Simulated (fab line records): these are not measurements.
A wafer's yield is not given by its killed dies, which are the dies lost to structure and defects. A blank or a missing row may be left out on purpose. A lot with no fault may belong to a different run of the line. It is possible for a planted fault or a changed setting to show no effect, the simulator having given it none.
Struck lot and sound lot, side by side || flow n5Finfet || 19 steps out of a route of 1938
Sound: the wafers L701.1, L701.2, L701.4. Wafers struck: L693.3, L693.4, L693.6. The cause is given at the end.
Order at every step that has rows: each side's tool, ch and its chambers, its first start. Under that, the readings that differ: sound wafers || struck wafers || difference of the means || sigmas: that difference in standard deviations of wafers without a fault.
alike: a reading whose means differ by less than 2 such deviations, as well as words and numbers matching on both sides. not compared: withheld readings; readings where some wafer has no value; bounds like >300 that might hide an equal value; numbers whose values overlap and for which the record gives no deviation.
Wherever a step has rows on one side only, a row that says differs or no value, or a row with sigmas, the two part there. Numbers that don't overlap but have no deviation are shown without sigmas and don't part them. Lack of a reading on every wafer of one side parts them only where that side has two or more wafers.

first, 7 steps without rows for these wafers: N5_BEOL_M15_COAT_04 (resist thk 800 nm); N5_BEOL_M15_EBR_06; N5_BEOL_M15_SOFTBAKE_05 (time 60 s); N5_BEOL_M15_EXPOSE_07 (exposes mask V14); N5_BEOL_M15_PEB_08 (peb time 90 s); N5_BEOL_M15_DEVELOP_09 (develop time 45 s); N5_BEOL_M15_HARDBAKE_14 (time 120 s).
N5_BEOL_M15_CD_MEAS_10: target cd 360 nm.
  sound on cdSem-02 ch 0, day 16 23:20; struck on cdSem-03 ch 0, day 15 12:41
  alike: cdNm
N5_BEOL_M15_OVL_MEAS_11:
  sound on overlay-02 ch 0, day 16 23:22; struck on overlay-01 ch 0, day 15 12:43
  alike: V14_OVL
N5_BEOL_M15_INSPECT_12: inspects for defects (macro).
  sound on defectInspect-01 at day 16 23:23; struck on defectInspect-01 at day 15 12:45
  alike: rawDefectCount
N5_BEOL_M15_DESCUM_15: chemistry O2, time 7.9 s.
  sound on rieDiel-03 ch 0,1,2, day 17 00:05; struck on rieDiel-05 ch 0,2,3, day 15 12:51
  alike: chamberPressureMTorr, drypumpMotorCurrentA, oesProductAu, rfVppV, showerheadPlenumPTorr, throttleValvePct
  not compared: rfHoursCounterH
N5_BEOL_M15_ETCH_59: etches BARC in N2/H2, target depth 89 nm, overetch 26.7 nm, time 67.9 s.
  sound on rieDiel-03 ch 0,1,2, day 17 00:07; struck on rieDiel-05 ch 0,2,3, day 15 12:53
  alike: biasW, chamberPressureMTorr, drypumpMotorCurrentA, oesProductAu, rfVppV, showerheadPlenumPTorr, throttleValvePct
  not compared: rfHoursCounterH
N5_BEOL_M15_VIA_ETCH_16: etches SiO2 in C4F8/O2/Ar, target depth 1792.2 nm.
  sound on rieDiel-03 ch 0,1,2, day 17 00:11; struck on rieDiel-05 ch 0,2,3, day 15 12:56
  no value came back on the struck wafers for any of 9 readings (C4F8_flow_sccm (sccm), O2_flow_sccm (sccm) and others); on the sound wafers C4F8_flow_sccm (sccm) reads 15.97 16.07 15.94
{"reading": "model.coat_of_BEOL_M15_COAT_04.thkNm (nm)", "sound": "339 329.8 326.2", "struck": "719.8 718.2 717.8", "difference": "+386.9", "sigmas": ""}
N5_BEOL_M15_STRIP_63: strips in O2.
  sound on rieDiel-03 ch 0,1,2; struck on rieDiel-05 ch 0,2,3
  alike: chamberPressureMTorr, drypumpMotorCurrentA, oesProductAu, rfVppV, showerheadPlenumPTorr, throttleValvePct
  not compared: rfHoursCounterH
N5_BEOL_M15_STRIP_64: strips in O2.
  sound on rieDiel-03 ch 0,1,2; struck on rieDiel-05 ch 0,2,3
  alike: chamberPressureMTorr, drypumpMotorCurrentA, oesProductAu, rfVppV, showerheadPlenumPTorr, throttleValvePct
  not compared: rfHoursCounterH
then, 2 steps without rows for these wafers: N5_BEOL_M15_STRIP_65 (strips in post etch residue remover, time 60 s); N5_BEOL_M15_SRD_66 (time 30 s, dry time 30 s).
N5_BEOL_M15_CD_MEAS_17: target cd 360 nm.
  sound on cdSem-03 at day 17 00:35; struck on cdSem-01 at day 15 13:22
{"reading": "cdNm (nm)", "sound": "358.1 358.6 361.8", "struck": "- - -", "difference": "no value on the struck wafers", "sigmas": ""}
then, 1 step without rows for these wafers: N5_BEOL_M15_COAT_56 (time 60 s, resist thk 550 nm).

## WHERE THEY PART
At N5_BEOL_M15_VIA_ETCH_16 first; at N5_BEOL_M15_CD_MEAS_17 last (within this record only).

WHY: whatever the simulator had introduced
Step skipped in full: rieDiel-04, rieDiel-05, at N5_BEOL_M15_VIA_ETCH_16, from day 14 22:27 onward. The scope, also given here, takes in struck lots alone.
